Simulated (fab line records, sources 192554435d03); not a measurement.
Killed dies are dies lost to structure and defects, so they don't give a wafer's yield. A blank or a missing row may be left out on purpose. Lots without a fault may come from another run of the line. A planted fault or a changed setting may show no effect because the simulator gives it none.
fab line records | flow n5_finfet
record lots=10 wafers=30 last_day=17
route steps=1938 shown HKMG_FIN@451 GATE_CUT@465 BEOL_M4@1111 PASSIVATION@1936
lots that met no fault: from a run of the same line without faults
start_h: hours from the record's first day to the start of the lot's first wafer shown | wait_h: hours since the lot's step before | " the same as in the row above | L1.1+2: a row that stands for several wafers | - no value, or no start given | * or withheld: withheld | < > ~ a bound
route shown NAME@n: a module of which the file shows steps, and the number in the route of the first | usual: mean/standard deviation of fault-free wafers | same: alike in all rows | chamber/n: place in a boat | sites: the reading at each site | _std_site: their standard deviation | _edge_site: outer sites' mean less inner sites' | radius_mm: how far each site lies from the wafer's centre | mask NAME#n: copy n | behind: the tool/chamber that last shaped the wafer | hold: why the lot was held/for how many hours/how that ended | device: the transistor (n, p or np) that didn't switch | end of line: the same wafers' tests at the end of the route | a step without rows: its recipe alone | killed: dies lost to structure and defects at the first sort, not the wafer's yield | map: a wafer's dies, x killed, . not, _ none there
set.NAME: the setting as run; set.NAME@STEP: as run at that earlier step | model.NAME: the simulator's own value behind a step, which no gauge read
steps of the route over a sample of lots; a table a step, a row a wafer
services: from which hour (start_h, from the record's first day; less than 0 if before it) a tool's chamber was out of use, for how many hours, and why
## steps
# step N5_HKMG_FIN_ETCH_67
# recipe chemistry=N2/H2 target=SOC target_depth_a=3889 stop_on=TiN ion_energy_ev=100 bias_w=61 pressure_mtorr=30 source_w=850 n2_flow_sccm=200 h2_flow_sccm=200
# usual drypump_motor_current_A=5.5/0.34 h2_flow_sccm=200.0/0.63 oes_product_au=0.80/0.085 rf_vpp_V=241.1/0.98 showerhead_plenum_p_Torr=2.58/0.059 throttle_valve_pct=17.81/0.2
# columns lot.wafer tool chamber start_h wait_h drypump_motor_current_A h2_flow_sccm oes_product_au rf_hours_counter_h rf_vpp_V showerhead_plenum_p_Torr throttle_valve_pct
L419.2 rie_diel-04 0 80.23 - 5.7 200.9 0.73 187 242.0 2.52 17.83
L419.3 " 2 " " 5.4 197.7 0.90 32 241.2 2.60 17.77
L419.4 " 2 " " 5.4 198.6 0.90 - 241.6 2.60 17.78
L422.4 rie_diel-04 0 96.92 - 5.7 200.1 0.73 192 239.7 2.52 17.82
L422.5 " 1 " " 5.4 200.2 0.96 - 240.8 2.50 17.76
L422.6 " 0 " " 5.8 200.3 0.72 - 240.7 2.52 17.81
L423.1 rie_diel-02 1 116.74 - 4.7 199.7 0.83 76 239.2 2.57 17.97
L423.3 " 3 " " 5.1 200.3 0.75 151 242.8 2.65 17.69
L423.4 " 2 " " 5.5 200.0 0.74 - 240.1 2.53 17.66
L424.2 rie_diel-01 0 117.66 - 5.2 200.2 0.89 39 242.5 2.69 17.54
L424.5 " 2 " " 6.0 201.2 0.90 - 242.6 2.70 17.47
L424.6 " 1 " " 5.9 199.4 0.69 - 240.6 2.62 17.89
L425.2 rie_diel-04 2 120.01 - 5.4 200.5 0.88 45 241.2 2.59 17.80
L425.3 " 1 " " 5.4 200.2 0.93 12 240.7 2.50 17.76
L425.6 " 1 " " 5.4 199.8 0.93 - 240.4 2.50 17.76
L429.2 rie_diel-02 2 138.96 - 5.5 200.5 0.73 166 241.7 2.53 17.66
L429.3 " 3 " " 5.1 200.3 0.75 160 241.5 2.64 17.71
L429.4 " 2 " " 5.5 200.4 0.74 - 240.0 2.53 17.69
L431.4 rie_diel-02 3 156.72 - 5.1 199.8 0.74 167 241.6 2.64 17.70
L431.5 " 2 " " 5.5 201.1 0.73 - 239.7 2.53 17.67
L431.6 " 1 " " 4.7 201.2 0.83 - 239.4 2.57 17.98
L432.2 rie_diel-02 0 159.09 - 5.7 199.4 0.69 215 241.2 2.63 18.32
L432.4 " 1 " " 4.7 199.3 0.81 88 240.5 2.57 17.99
L432.5 " 2 " " 5.5 198.7 0.72 - 241.1 2.53 17.70
L435.2 rie_diel-02 1 175.27 - 4.6 200.2 0.82 93 240.8 2.57 17.99
L435.3 " 2 " " 5.5 200.0 0.72 179 241.4 2.52 17.69
L435.4 " 3 " " 5.1 199.9 0.74 173 242.6 2.64 17.72
L439.1 rie_diel-02 1 199.46 - 4.7 201.2 0.80 101 241.8 2.56 18.00
L439.2 " 0 " " 5.7 200.8 0.68 228 242.5 2.62 18.34
L439.3 " 2 " " 5.5 199.2 0.72 188 240.0 2.52 17.74
# step N5_HKMG_FIN_ALD_72
# recipe material=W target_thk_a=20 temp_c=300 pressure_torr=7.5 ald_precursor_family=WF6 ald_co_reactant=B2H6 pulse_time_s=1 purge_time_s=2 co_reactant_purge_time_s=2 co_reactant_pulse_time_s=3 ald_cycles=7
# usual ald_cycles=7/0 chamber_pressure_Torr=7.502/0.015 heater_power_w=495/46 precursor_pulse_height_rel=1.000/0.021 purge_time_s=2/0
# columns lot.wafer tool chamber start_h wait_h ald_cycles chamber_pressure_Torr heater_power_w precursor_pulse_height_rel purge_time_s
L419.2 cvd_w-02 0 81.33 0.2 7 7.505 439 1.015 2
L419.3 " 0 " " 7 7.496 453 0.951 2
L419.4 " 1 " " 7 7.496 455 0.996 2
L422.4 cvd_w-02 0 98.04 0.2 7 7.505 456 0.967 2
L422.5 " 0 " " 7 7.486 442 0.972 2
L422.6 " 1 " " 7 7.499 459 0.994 2
L423.1 cvd_w-01 0 117.85 0.2 - - - - -
L423.3 " 1 " " - - - - -
L423.4 " 0 " " - - - - -
L424.2 cvd_w-02 0 118.77 0.2 - - - - -
L424.5 " 0 " " - - - - -
L424.6 " 1 " " - - - - -
L425.2 cvd_w-01 1 121.12 0.2 - - - - -
L425.3 " 1 " " - - - - -
L425.6 " 0 " " - - - - -
L429.2 cvd_w-01 0 140.07 0.2 7 7.524 568 0.966 2
L429.3 " 0 " " 7 7.514 570 0.989 2
L429.4 " 1 " " 7 7.519 519 1.019 2
L431.4 cvd_w-02 0 157.88 0.2 7 7.494 447 1.007 2
L431.5 " 0 " " 7 7.483 444 0.963 2
L431.6 " 1 " " 7 7.522 468 1.030 2
L432.2 cvd_w-01 0 160.19 0.2 7 7.503 552 1.005 2
L432.4 " 1 " " 7 7.471 520 1.010 2
L432.5 " 1 " " 7 7.479 529 1.013 2
L435.2 cvd_w-01 1 176.37 0.2 7 7.485 539 1.011 2
L435.3 " 1 " " 7 7.500 527 0.986 2
L435.4 " 0 " " 7 7.484 563 0.984 2
L439.1 cvd_w-02 0 200.60 0.2 7 7.526 455 0.965 2
L439.2 " 1 " " 7 7.520 465 1.030 2
L439.3 " 1 " " 7 7.493 459 0.989 2
# step N5_HKMG_FIN_INSPECT_28
# recipe inspect_instrument=darkfield mode=post_cmp
# usual raw_defect_count=40/17
# columns lot.wafer tool chamber start_h wait_h raw_defect_count
L419.2 defect_inspect-01 - 82.22 0.0 46
L419.3 " - " " 33
L419.4 " - " " 31
L422.4 defect_inspect-02 - 98.91 0.0 62
L422.5 " - " " 24
L422.6 " - " " 31
L423.1 defect_inspect-02 - 118.74 0.0 34
L423.3 " - " " 45
L423.4 " - " " 27
L424.2 defect_inspect-01 - 119.85 0.0 12
L424.5 " - " " 9
L424.6 " - " " 17
L425.2 defect_inspect-01 - 122.00 0.0 23
L425.3 " - " " 43
L425.6 " - " " 37
L429.2 defect_inspect-01 - 141.01 0.0 19
L429.3 " - " " 43
L429.4 " - " " 31
L431.4 defect_inspect-01 - 158.88 0.0 36
L431.5 " - " " 16
L431.6 " - " " 28
L432.2 defect_inspect-01 - 161.07 0.0 39
L432.4 " - " " 27
L432.5 " - " " 20
L435.2 defect_inspect-02 - 177.26 0.0 46
L435.3 " - " " 72
L435.4 " - " " 57
L439.1 defect_inspect-01 - 201.48 0.0 49
L439.2 " - " " 36
L439.3 " - " " 47
# step N5_GATE_CUT_ETCHBACK_00
# recipe chemistry=SF6/Cl2 target=W pressure_mtorr=8 icp_w=900 bias_w=80 SF6_flow_sccm=40 Cl2_flow_sccm=60
# usual drypump_motor_current_A=5.6/0.41 he_backside_leak_sccm=3.35/0.17 oes_product_au=0.81/0.084 throttle_valve_pct=27.44/0.22
# columns lot.wafer tool chamber start_h wait_h drypump_motor_current_A he_backside_leak_sccm oes_product_au rf_hours_counter_h throttle_valve_pct
L419.2 rie_metal-03 0 82.25 0.0 5.6 3.24 0.76 50 27.16
L419.3 " 1 " " 6.5 3.64 0.61 - 28.03
L419.4 " 0 " " 5.6 3.06 0.76 - 27.16
L422.4 rie_metal-02 0 98.98 0.1 5.6 3.43 0.78 - 27.22
L422.5 " 1 " " 6.1 3.56 0.74 - 27.46
L422.6 " 0 " " 5.6 3.46 0.78 - 27.23
L429.2 rie_metal-02 0 141.08 0.1 5.7 3.41 0.77 - 27.25
L429.3 " 0 " " 5.6 3.46 0.77 - 27.23
L429.4 " 0 " " 5.6 3.50 0.77 - 27.24
L431.4 rie_metal-01 1 158.95 0.1 5.3 3.30 0.87 - 27.42
L431.5 " 1 " " 5.2 3.39 0.87 - 27.41
L431.6 " 0 " " 5.3 3.62 0.88 - 27.55
L432.2 rie_metal-01 1 161.11 0.0 5.3 3.47 0.87 21 27.41
L432.4 " 1 " " 5.3 3.19 0.86 - 27.43
L432.5 " 1 " " 5.3 3.25 0.87 - 27.40
L435.2 rie_metal-01 0 177.30 0.0 5.3 3.40 0.88 19 27.53
L435.3 " 0 " " 5.3 3.37 0.87 - 27.54
L435.4 " 1 " " 5.3 3.24 0.85 - 27.43
L439.1 rie_metal-03 0 201.52 0.0 5.6 3.20 0.73 61 27.19
L439.2 " 1 " " 6.5 3.20 0.92 4 27.70
L439.3 " 1 " " 6.5 3.49 0.92 - 27.71
# step N5_BEOL_M4_RC_MEAS_101
# usual DIBL_N=36.2/1.2 DIBL_P=36.3/1.3 IOFF_N=0.155/0.019 IOFF_P=0.210/0.029 ION_N=677/8.6 ION_P=465/6.8 SS_N=71.4/0.48 SS_P=73.2/0.53 VT_N=249.9/2.4 VT_P=-250/3.2
# columns lot.wafer tool chamber start_h wait_h DIBL_N[mV/V] DIBL_P[mV/V] IOFF_N[nA/um] IOFF_P[nA/um] ION_N[uA/um] ION_P[uA/um] SS_N[mV/dec] SS_P[mV/dec] VT_N[mV] VT_P[mV]
L419.2 prober-02 0 158.43 0.2 36.5 36.8 0.157 0.199 672 464 71.7 72.9 250.5 -252
L419.3 " 0 " " 36.3 36.4 0.153 0.198 673 459 71.1 73.6 251.6 -250
L419.4 " 0 " " 37.5 37.9 0.178 0.220 685 469 71.9 72.6 249.3 -250
L422.4 prober-01 0 188.14 0.5 34.5 35.1 0.138 0.196 682 470 70.4 73.4 250.0 -249
L422.5 " 0 " " 34.6 34.9 0.140 0.194 670 465 70.7 72.7 251.1 -251
L422.6 " 0 " " 34.0 34.1 0.121 0.177 664 456 70.3 72.9 253.0 -254
L429.2 prober-01 0 245.08 0.2 34.4 33.4 0.117 0.192 669 470 70.6 72.5 253.2 -245
L429.3 " 0 " " 36.1 36.1 0.154 0.227 680 474 71.4 73.4 250.9 -247
L429.4 " 0 " " 37.6 37.4 0.181 0.253 684 470 71.6 74.0 246.6 -247
L431.4 prober-01 0 261.68 0.5 35.9 36.1 0.138 0.197 662 462 71.7 73.6 251.8 -250
L431.5 " 0 " " 34.9 34.8 0.127 0.173 664 461 71.5 72.1 252.5 -252
L431.6 " 0 " " 37.9 38.3 0.181 0.234 681 466 72.2 73.4 248.7 -250
L432.2 prober-01 0 268.20 0.2 37.0 35.5 0.158 0.207 678 463 71.4 73.4 250.1 -250
L432.4 " 0 " " 35.7 34.1 0.138 0.196 683 472 71.5 72.2 250.8 -245
L432.5 " 0 " " 39.4 38.0 0.196 0.252 681 469 71.9 73.3 247.5 -245
L435.2 prober-01 0 280.87 0.2 34.9 35.2 0.129 0.162 666 449 71.6 72.5 256.9 -258
L435.3 " 0 " " 35.5 36.2 0.147 0.182 669 455 71.6 73.1 251.4 -253
L435.4 " 0 " " 35.7 36.4 0.152 0.187 672 453 72.4 73.1 251.7 -254
L439.1 prober-02 0 303.74 0.0 34.4 35.3 0.122 0.160 668 457 70.6 72.8 253.7 -255
L439.2 " 0 " " 35.5 36.5 0.139 0.180 681 462 71.3 73.1 249.6 -254
L439.3 " 0 " " 35.8 36.0 0.135 0.172 664 452 71.3 72.6 249.5 -251
# step N5_PASSIVATION_PROBE_49
# usual defect_limited_yield=91.2/1.4 killed_at_M0_to_M3=34/10 killed_at_M4_up=13/5.1 killed_at_contacts=12/6.5 killed_at_front_end=41/11 killed_at_other=4/3.3 killed_dies=104/16 killed_on_rim=14/3.9 killed_open=69/13 killed_short=33/7 sort_bin_5_function=5.1/0.91 sort_bin_6_memory=3.3/0.69 sort_n_pass=1076/16 sort_yield_pct=91.2/1.4
# same gross_dies=1180 killed_at_back_side=0 sort_bin_4_leakage[%]=0 sort_bin_8_speed[%]=0
# columns lot.wafer tool chamber start_h wait_h defect_limited_yield[%] killed_at_M0_to_M3 killed_at_M4_up killed_at_contacts killed_at_front_end killed_at_other killed_dies killed_on_rim killed_open killed_short sort_bin_5_function[%] sort_bin_6_memory[%] sort_n_pass sort_yield_pct[%]
L423.1 prober-01 - 312.24 0.0 0 30 6 4 1140 0 1180 152 44 21 97.5 2.4 0 0
L423.4 prober-01 - 312.39 0.2 0 48 18 20 1093 1 1180 152 76 35 95.7 4.1 0 0
L424.2 prober-01 - 315.75 0.1 0 37 6 10 1124 3 1180 152 78 37 95.5 4.3 0 0
L424.5 prober-01 - 315.90 0.2 0 38 11 13 1112 6 1180 152 60 35 96.7 3.0 0 0
L424.6 prober-01 - 315.95 0.3 0 47 18 14 1100 1 1180 152 88 39 96.4 3.3 0 0
L425.2 prober-01 - 319.90 0.1 0 45 19 19 1092 5 1180 152 94 28 96.1 3.6 0 0
L425.6 prober-01 - 320.10 0.3 0 35 20 8 1116 1 1180 152 79 26 95.9 3.9 0 0
# killed by level:class
L423.1 HKMG_FIN:area_ald=1115 BEOL_M0_SAQP:geometric_particle:open=8 BEOL_M3:geometric_particle:open=8 GATE_CUT:geometric_particle:open=4 FIN_SAQP:geometric_particle:short=3 DUMMY_GATE:geometric_particle:open=3 MOL_CONTACT_COAG:geometric_particle:open=3 GATE_CUT:geometric_particle:short=3
L423.4 HKMG_FIN:area_ald=1064 MOL_CONTACT_COAG:geometric_particle:open=18 BEOL_M0_SAQP:geometric_particle:short=10 BEOL_M0_SAQP:geometric_particle:open=7 BEOL_M1:geometric_particle:open=7 BEOL_M2:geometric_particle:open=7 FIN_SAQP:geometric_particle:short=6 FIN_SAQP:geometric_particle:open=6
L424.2 HKMG_FIN:area_ald=1063 STI_FIN_REVEAL:geometric_particle:open=29 BEOL_M0_SAQP:geometric_particle:short=15 BEOL_M0_SAQP:geometric_particle:open=11 MOL_CONTACT_COAG:geometric_particle:open=8 FIN_SAQP:geometric_particle:short=7 DUMMY_GATE:geometric_particle:open=5 BEOL_M3:geometric_particle:open=5
L424.5 HKMG_FIN:area_ald=1081 STI_FIN_REVEAL:geometric_particle:open=11 MOL_CONTACT_COAG:geometric_particle:open=11 BEOL_M3:geometric_particle:open=10 BEOL_M0_SAQP:geometric_particle:short=8 BEOL_M0_SAQP:geometric_particle:open=8 DUMMY_GATE:geometric_particle:open=5 BEOL_M1:geometric_particle:short=4
L424.6 HKMG_FIN:area_ald=1050 STI_FIN_REVEAL:geometric_particle:open=19 BEOL_M0_SAQP:geometric_particle:open=15 MOL_CONTACT_COAG:geometric_particle:open=10 BEOL_M3:geometric_particle:open=10 BEOL_M0_SAQP:geometric_particle:short=7 BEOL_M1:geometric_particle:open=7 BEOL_M4:geometric_particle:open=7
L425.2 HKMG_FIN:area_ald=1057 BEOL_M2:geometric_particle:open=19 MOL_CONTACT_COAG:geometric_particle:open=17 FIN_SAQP:geometric_particle:open=12 FIN_SAQP:geometric_particle:short=7 BEOL_M0_SAQP:geometric_particle:open=7 BEOL_M1:geometric_particle:open=7 BEOL_M4:geometric_particle:open=7
L425.6 HKMG_FIN:area_ald=1071 FIN_SAQP:geometric_particle:open=21 BEOL_M3:geometric_particle:open=13 FIN_SAQP:geometric_particle:short=7 MOL_CONTACT_COAG:geometric_particle:open=7 BEOL_M2:geometric_particle:open=7 BEOL_M1:geometric_particle:open=6 BEOL_M0_SAQP:geometric_particle:open=4
## services
# columns tool chamber start_h hours kind
cvd_w-01 - 59.14 2.8 pm
rie_diel-04 - 89.16 0.4 repair
cvd_w-01 - 91.26 0.6 repair
rie_metal-03 - 102.48 14.6 pm
rie_diel-02 0 113.52 7.3 repair
rie_metal-03 1 127.10 - clean
rie_metal-03 1 127.10 25.3 scheduled_down
rie_metal-03 1 127.10 25.3 vent_cycle
rie_metal-02 0 129.10 1.5 repair
rie_metal-01 - 136.82 1.2 repair
rie_diel-01 1 136.85 10.3 repair
rie_diel-02 1 137.28 9.5 repair
rie_metal-02 1 138.88 2.5 repair
rie_metal-02 0 142.22 4.0 repair
rie_diel-04 3 144.66 14.2 repair
cvd_w-01 - 152.84 6.9 pm
cvd_w-02 - 154.43 1.4 repair
rie_diel-02 - 159.50 1.4 repair
rie_metal-02 - 175.48 15.6 pm
rie_diel-01 0 183.85 7.7 repair
rie_metal-02 - 191.08 4.3 pm
rie_diel-02 3 195.74 3.8 repair
rie_metal-02 - 200.62 0.2 repair
## key
first_sign step=N5_HKMG_FIN_ALD_72 reading=tool_record direction=missing
effect step=N5_PASSIVATION_PROBE_49 reading=sort_bin_5_function direction=up sigmas=99+ usual=5.1 struck=96.2
more_kills_born_at N5_HKMG_FIN_ALD_72@cvd_w-01=4307 N5_HKMG_FIN_ALD_72@cvd_w-02=3194
met_at N5_HKMG_FIN_ALD_72
struck_lots L423,L424,L425
rows_end L423.3,L425.3
later_rows_left_out L423.1,L423.4,L424.2,L424.5,L424.6,L425.2,L425.6
not_acting_at N5_HKMG_FIN_ETCH_67,N5_HKMG_FIN_INSPECT_28,N5_GATE_CUT_ETCHBACK_00
onset_between 98.04 117.85
fault kind=skipped_step_whole tool=cvd_w-01,cvd_w-02 chamber=- onset_h=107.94 steps=N5_HKMG_FIN_ALD_72 scope=struck_lots_only
# later_rows_left_out: the simulator's readings of these wafers behind a module that went badly wrong aren't trusted and aren't shown, but for the sort
# rows_end: these wafers met a further fault down the route, and their rows from its step on are left out
